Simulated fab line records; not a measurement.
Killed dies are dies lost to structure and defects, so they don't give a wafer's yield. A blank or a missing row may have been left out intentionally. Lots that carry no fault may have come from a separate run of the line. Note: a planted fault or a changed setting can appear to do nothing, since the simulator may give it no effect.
fab line records ; flow nandHarc
record: lots: 13; wafers: 35; lastDay: 25
route steps=1159 shown A_BLC@985 A_M0@1002 END@1159
lots untouched by any fault: they come from a run of this same line in which no faults occurred
startH: hours from the record's opening day to when the first of the lot's shown wafers began ; waitH: hours elapsed since this lot's preceding step ; " as in the row above ; L1.1+2: a single row standing in for several wafers ; - value missing, or start not given ; * or withheld: withheld ; < > ~ a bound
route shown NAME@n: a module of which the file shows steps, and the number in the route of the first ; usual: average and standard deviation across the fault-free wafers ; same: alike in all rows ; chamber/n: place in a boat ; sites: per-site readings ; _std_site: their standard deviation ; _edge_site: outer sites' mean less inner sites' ; radiusMm: for every site, how far away it sits from the centre of the wafer ; mask NAME#n: copy n ; behind: the most recent tool/chamber to have shaped the wafer ; hold: the reason the lot was held/the length of the hold in hours/how it ended ; device: transistor that didn't switch, given as n, p or np ; end of line: tests run on the same wafers once the route is complete ; a step without rows: its recipe alone ; killed: dies lost to structure and defects at the first sort, not the wafer's yield ; map: a wafer's dies, marking killed ones x, the rest . and places with no die _
set.NAME: the run value of the setting; set.NAME@STEP: its run value at that earlier step ; model.NAME: the simulator's own value behind a step, which no gauge read
route steps across a sampled set of lots; one table per step, one row per wafer
services: the hour from which a tool's chamber was out of use, counted from the record's first day as startH (under 0 if before that day), plus the number of hours and why
== steps ==
step: NHARC_A_BLC_DEGAS_30
recipe: tempC: 300; timeS: 60
usual: heaterPowerW: 464/44
lot.wafer;tool;chamber;startH;waitH;heaterPowerW
L730.1;pvdSputter-03;-;406.51;-;421
L730.6;pvdSputter-03;-;406.51;-;460
L730.5;pvdSputter-03;-;406.51;-;410
L728.2;pvdSputter-02;-;407.39;-;443
L728.5;pvdSputter-02;-;407.39;-;442
L728.6;pvdSputter-02;-;407.39;-;532
L729.1;pvdSputter-01;-;409.57;-;395
L729.2;pvdSputter-01;-;409.57;-;451
L729.5;pvdSputter-01;-;409.57;-;382
L727.1;pvdSputter-02;-;410.35;-;450
L727.3;pvdSputter-02;-;410.35;-;457
L727.4;pvdSputter-02;-;410.35;-;490
L731.1;pvdSputter-02;-;413.99;-;530
L731.4;pvdSputter-02;-;413.99;-;474
L731.5;pvdSputter-02;-;413.99;-;445
L734.4;pvdSputter-03;-;428.43;-;452
L734.2;pvdSputter-03;-;428.43;-;405
L734.1;pvdSputter-03;-;428.43;-;411
L733.6;pvdSputter-02;-;429.23;-;546
L736.5;pvdSputter-02;-;453.73;-;534
L738.3;pvdSputter-02;-;459.77;-;527
L738.2;pvdSputter-02;-;459.77;-;451
L738.6;pvdSputter-02;-;459.77;-;437
L746.3;pvdSputter-02;-;508.20;-;496
L746.1;pvdSputter-02;-;508.20;-;453
L746.5;pvdSputter-02;-;508.20;-;535
L749.4;pvdSputter-02;-;523.06;-;436
L749.5;pvdSputter-02;-;523.06;-;451
L749.6;pvdSputter-02;-;523.06;-;542
L747.2;pvdSputter-02;-;523.58;-;436
L747.3;pvdSputter-02;-;523.58;-;493
L747.4;pvdSputter-02;-;523.58;-;447
L750.2;pvdSputter-03;-;534.03;-;434
L750.5;pvdSputter-03;-;534.03;-;404
L750.6;pvdSputter-03;-;534.03;-;411
step: NHARC_A_BLC_CMP_25
recipe: tOverpolishS: 30; targetThkNm: 150
usual: edgeZonePressureFrac: 1.001/0.0052; motorCurrentA: 11.9/1.1; overpolishRunS: 30.000/0.0091; slurryFlowMlMin: 150.0/0.47; timeToEndpointS: 30.1/2.5
lot.wafer;tool;chamber;startH;waitH;edgeZonePressureFrac;motorCurrentA;overpolishRunS;slurryFlowMlMin;timeToEndpointS
L730.1;cmp-03;0;407.49;0.4;0.999;11.7;29.993;149.8;30.2
L730.6;cmp-03;3;407.49;0.4;1.007;11.7;30.000;149.2;32.3
L730.5;cmp-03;0;407.49;0.4;0.998;12.4;30.004;149.9;28.6
L728.2;cmp-01;0;408.45;0.5;0.991;12.1;30.013;150.2;30.2
L728.6;cmp-01;2;408.45;0.5;1.001;11.1;29.994;150.2;32.3
L728.5;cmp-01;3;408.45;0.5;0.994;12.4;29.997;149.6;30.4
L729.2;cmp-01;3;410.54;0.5;1.002;12.3;30.013;150.0;32.1
L729.1;cmp-01;2;410.54;0.5;0.996;11.9;29.997;150.0;32.3
L729.5;cmp-01;0;410.54;0.5;0.993;11.9;30.001;149.7;32.2
L727.3;cmp-01;3;411.37;0.2;0.992;13.5;29.997;148.9;32.3
L727.4;cmp-01;1;411.37;0.2;1.006;11.2;29.994;148.8;30.5
L727.1;cmp-01;2;411.37;0.2;0.992;11.3;29.994;150.5;35.6
L731.1;cmp-03;0;415.02;0.5;1.004;11.0;30.000;151.1;30.4
L731.4;cmp-03;1;415.02;0.5;1.006;14.0;29.996;150.3;27.2
L731.5;cmp-03;2;415.02;0.5;0.998;11.2;29.998;150.6;34.5
L734.2;cmp-01;1;429.42;0.5;0.995;10.8;29.997;150.3;36.4
L734.4;cmp-01;2;429.42;0.5;1.010;11.2;29.988;150.1;33.0
L734.1;cmp-01;3;429.42;0.5;1.006;12.2;29.998;150.1;33.6
L733.6;cmp-01;0;430.29;0.2;0.998;12.3;30.001;149.8;31.2
L736.5;cmp-01;0;455.15;0.3;1.010;12.3;30.010;150.7;29.0
L738.3;cmp-02;3;465.12;0.3;1.005;11.8;30.007;150.3;27.5
L738.2;cmp-02;0;465.12;0.3;1.008;11.0;29.994;150.3;27.9
L738.6;cmp-02;1;465.12;0.3;0.998;10.7;30.003;150.4;27.6
L746.3;cmp-03;1;509.19;0.3;0.999;15.2;30.029;148.9;28.8
L746.1;cmp-03;3;509.19;0.3;0.991;11.9;29.995;149.9;31.4
L746.5;cmp-03;0;509.19;0.3;1.000;12.4;29.997;150.3;29.5
L749.4;cmp-02;3;526.79;0.3;0.993;11.3;30.007;149.6;26.6
L749.5;cmp-02;3;526.79;0.3;1.005;11.7;30.016;149.9;24.3
L749.6;cmp-02;0;526.79;0.3;1.002;10.9;30.003;151.0;25.9
L747.4;cmp-03;3;530.10;0.3;1.004;12.2;30.003;150.3;30.7
L747.2;cmp-03;0;530.10;0.3;1.002;11.4;29.996;149.3;26.9
L747.3;cmp-03;1;530.10;0.3;0.998;14.5;29.978;149.6;29.3
L750.2;cmp-02;0;535.17;0.5;1.011;11.4;29.994;149.6;24.3
L750.5;cmp-02;3;535.17;0.5;1.012;11.9;29.997;149.7;27.5
L750.6;cmp-02;0;535.17;0.5;0.997;10.7;30.002;150.5;24.7
step: NHARC_A_M0_PEB_07
recipe: pebTempC: 100; pebTimeS: 65
usual: chillPlateTempC: 22.99/0.11; heaterPowerTotalW: 156.6/0.43; plateTempC: 99.97/0.14; resistLineTempC: 22.98/0.098
lot.wafer;tool;chamber;startH;waitH;chillPlateTempC;heaterPowerTotalW;plateTempC;resistLineTempC
L730.1;lithoTrack-01;0;408.57;0.1;23.05;157.2;100.08;22.86
L730.5;lithoTrack-01;0;408.57;0.1;23.13;157.2;100.04;23.02
L730.6;lithoTrack-01;0;408.57;0.1;23.05;156.5;99.92;23.01
L728.2;lithoTrack-04;0;409.63;0.1;23.01;156.5;100.10;23.06
L728.5;lithoTrack-04;0;409.63;0.1;22.91;157.1;99.86;23.06
L728.6;lithoTrack-04;0;409.63;0.1;22.85;156.2;99.95;22.90
L729.1;lithoTrack-06;0;411.78;0.1;23.24;156.9;99.70;23.05
L729.2;lithoTrack-06;0;411.78;0.1;23.01;157.2;99.78;23.03
L729.5;lithoTrack-06;0;411.78;0.1;23.31;156.8;99.86;22.84
L727.1;lithoTrack-06;0;412.48;0.1;22.94;156.1;100.09;23.09
L727.3;lithoTrack-06;0;412.48;0.1;22.86;156.3;99.95;23.01
L727.4;lithoTrack-06;0;412.48;0.1;22.91;156.4;100.03;22.93
L731.1;lithoTrack-06;0;416.23;0.1;22.78;156.6;99.85;23.05
L731.4;lithoTrack-06;0;416.23;0.1;22.97;156.0;99.76;22.90
L731.5;lithoTrack-06;0;416.23;0.1;23.00;157.0;99.90;23.10
L734.1;lithoTrack-06;0;430.61;0.1;23.10;156.5;100.37;23.00
L734.2;lithoTrack-06;0;430.61;0.1;22.92;157.0;100.23;23.00
L734.4;lithoTrack-06;0;430.61;0.1;23.09;156.3;100.06;22.93
L733.6;lithoTrack-06;0;431.40;0.0;22.96;155.5;99.36;22.98
L736.5;lithoTrack-06;0;456.30;0.0;23.00;155.2;99.28;22.80
L738.2;lithoTrack-04;0;466.20;0.1;22.93;156.6;100.06;23.11
L738.3;lithoTrack-04;0;466.20;0.1;23.10;157.1;99.89;23.05
L738.6;lithoTrack-04;0;466.20;0.1;23.14;156.2;99.87;23.16
L746.1;lithoTrack-04;0;510.69;0.1;22.85;156.7;100.03;22.96
L746.3;lithoTrack-04;0;510.69;0.1;22.79;156.7;100.15;22.87
L746.5;lithoTrack-04;0;510.69;0.1;22.83;157.2;99.94;23.03
L749.4;lithoTrack-01;0;528.01;0.0;22.99;156.1;99.99;22.85
L749.5;lithoTrack-01;0;528.01;0.0;23.05;157.0;99.91;22.95
L749.6;lithoTrack-01;0;528.01;0.0;23.12;155.9;99.95;22.87
L747.2;lithoTrack-06;0;531.33;0.1;22.89;156.1;99.88;23.02
L747.3;lithoTrack-06;0;531.33;0.1;23.12;156.3;100.04;22.89
L747.4;lithoTrack-06;0;531.33;0.1;23.02;156.4;100.03;23.10
L750.2;lithoTrack-06;0;536.41;0.1;23.05;157.2;99.96;22.91
L750.5;lithoTrack-06;0;536.41;0.1;23.07;156.1;99.71;23.01
L750.6;lithoTrack-06;0;536.41;0.1;23.08;156.5;99.94;23.04
step: NHARC_A_M0_CMP_23
recipe: tOverpolishS: 20; targetThkNm: 113.75
usual: edgeZonePressureFrac: 1.001/0.0051; motorCurrentA: 11.5/1.3; slurryFlowMlMin: 150.1/0.44; timeToEndpointS: 28/3.2
lot.wafer;tool;chamber;startH;waitH;edgeZonePressureFrac;motorCurrentA;slurryFlowMlMin;timeToEndpointS
L730.1;cmp-03;0;411.20;-;0.994;12.1;149.9;29
L730.6;cmp-03;2;411.20;-;1.012;10.6;150.5;34
L730.5;cmp-03;3;411.20;-;0.994;12.3;149.6;28
L728.2;cmp-04;0;412.05;-;0.998;9.7;149.7;23
L728.6;cmp-04;3;412.05;-;1.004;10.8;150.2;26
L728.5;cmp-04;0;412.05;-;0.996;10.2;150.3;22
L729.1;cmp-03;1;414.23;-;1.001;14.8;150.9;29
L729.2;cmp-03;2;414.23;-;1.001;11.0;150.8;33
L729.5;cmp-03;0;414.23;-;0.999;12.7;150.8;33
L727.1;cmp-04;0;414.77;-;1.009;10.0;149.8;25
L727.3;cmp-04;1;414.77;-;0.999;9.6;150.2;25
L727.4;cmp-04;3;414.77;-;0.991;11.8;150.0;27
L731.1;cmp-03;2;418.58;-;1.003;11.4;150.2;32
L731.4;cmp-03;0;418.58;-;1.004;12.5;149.3;27
L731.5;cmp-03;2;418.58;-;1.005;10.3;149.7;33
L734.4;cmp-04;2;432.96;-;0.988;11.9;150.4;30
L734.2;cmp-04;3;432.96;-;1.001;11.3;150.3;27
L734.1;cmp-04;0;432.96;-;1.002;9.7;149.5;26
L733.6;cmp-04;3;433.79;-;1.003;11.1;150.4;25
L736.5;cmp-04;2;458.69;-;1.000;13.4;150.3;29
L738.2;cmp-04;0;468.60;-;1.006;10.4;150.7;24
L738.3;cmp-04;1;468.60;-;1.006;9.5;150.0;26
L738.6;cmp-04;3;468.60;-;1.008;11.2;150.4;23
L746.1;cmp-03;2;513.12;-;1.003;10.9;151.1;37
L746.3;cmp-03;1;513.12;-;0.998;14.0;149.5;28
L746.5;cmp-03;3;513.12;-;0.991;12.1;150.4;35
L749.4;cmp-02;1;530.35;-;0.991;10.4;149.9;27
L749.6;cmp-02;0;530.35;-;0.995;11.3;150.6;25
L749.5;cmp-02;1;530.35;-;0.994;10.7;150.8;26
L747.3;cmp-03;1;533.59;-;0.996;13.9;150.3;25
L747.4;cmp-03;2;533.59;-;1.009;11.0;150.5;32
L747.2;cmp-03;0;533.59;-;0.996;12.5;150.4;30
L750.2;cmp-03;2;539.03;-;0.992;10.8;149.4;27
L750.6;cmp-03;3;539.03;-;1.004;12.7;149.9;26
L750.5;cmp-03;0;539.03;-;0.998;12.2;149.7;28
step: NHARC_END_SORT_01
recipe: tempC: 25
usual: defectLimitedYield: 95.1/1.8; killedAtArray: 29/11; killedAtOther: 0.5/0.8; killedAtPeriphery: 3.5/2.8; killedDies: 33/12; killedOpen: 3.1/1.8; killedShort: 1.8/1.4; sort_bin_2_pct: 1.5/0.65; sort_bin_3_pct: 0.24/0.21; sort_bin_4_pct: 3.1/1.2; sortNPass: 644/12; sortRimYieldPct: 97.5/1.9; sortYieldPct: 95.1/1.8
same: grossDies: 677; sort_bin_5_pct[%]: 0; sort_bin_6_pct[%]: 0; sort_bin_7_pct[%]: 0; sort_bin_8_pct[%]: 0; sortRimNGross: 106.00
lot.wafer;tool;chamber;startH;waitH;defectLimitedYield[%];killedAtArray;killedAtOther;killedAtPeriphery;killedDies;killedOpen;killedShort;sort_bin_2_pct[%];sort_bin_3_pct[%];sort_bin_4_pct[%];sortNPass;sortRimYieldPct[%];sortYieldPct[%]
L736.5;prober-01;0;501.50;3.7;92.8;46;0;3;49;3;3;2.8;0;4.4;628;99.1;92.8
killed by level:class
L736.5 A_CHANNEL_HOLE_D1:chamberFilmFlake=19 A_SLIT:chamberFilmFlake=16 A_CONTACT:chamberFilmFlake=4 P_GATE:chamberFilmFlake=2 A_CHANNEL_FILL_D1:geometricParticle:open=1 A_CHANNEL_FILL_D1:geometricParticle:short=1 A_WL_FILL:geometricParticle:short=1 A_CONTACT:geometricParticle:short=1
== services ==
tool;chamber;startH;hours;kind
pvdSputter-02;-;392.00;10.0;pm
cmp-04;-;399.10;4.0;pm
cmp-04;-;403.10;-;consumableReplace:conditioner
cmp-04;-;403.10;-;consumableReplace:pad
cmp-04;-;416.64;4.9;repair
lithoTrack-06;-;418.58;-;consumableReplace:filter
pvdSputter-01;-;428.03;5.5;repair
lithoTrack-01;-;443.00;7.0;pm
cmp-02;-;447.64;4.0;pm
cmp-03;-;453.98;4.0;pm
pvdSputter-03;-;458.09;10.0;pm
cmp-04;-;463.63;4.2;repair
lithoTrack-06;-;467.00;7.0;pm
cmp-01;-;473.80;4.0;pm
cmp-01;-;477.80;-;consumableReplace:conditioner
cmp-01;-;477.80;-;consumableReplace:pad
lithoTrack-04;-;491.00;7.0;pm
cmp-04;-;497.10;4.0;pm
cmp-04;-;501.10;-;consumableReplace:conditioner
cmp-02;-;513.57;1.5;repair
pvdSputter-01;-;514.00;10.0;pm
cmp-01;-;516.75;0.8;repair
cmp-03;-;517.08;0.3;repair
cmp-04;-;534.23;1.4;repair
== key ==
firstSign: step: NHARC_A_M0_PEB_07; reading: plateTempC; direction: down; sigmas: 4.6; usual: *; struck: *
effect: step: NHARC_A_M0_PEB_07; reading: heaterPowerTotalW; direction: down; sigmas: 2.8; usual: *; struck: *
metAt NHARC_A_M0_PEB_07
struckLots L733,L736
notActingAt NHARC_A_BLC_DEGAS_30,NHARC_A_BLC_CMP_25,NHARC_A_M0_CMP_23
onsetBetween 430.61 431.40
fault: kind: processParameterDrift; tool: lithoTrack-06; chamber: -; onsetH: 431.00; steps: NHARC_A_M0_PEB_07; channel: pebTempC; offset: *; shape: step; endH: 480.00; actsIn: *; stated: *
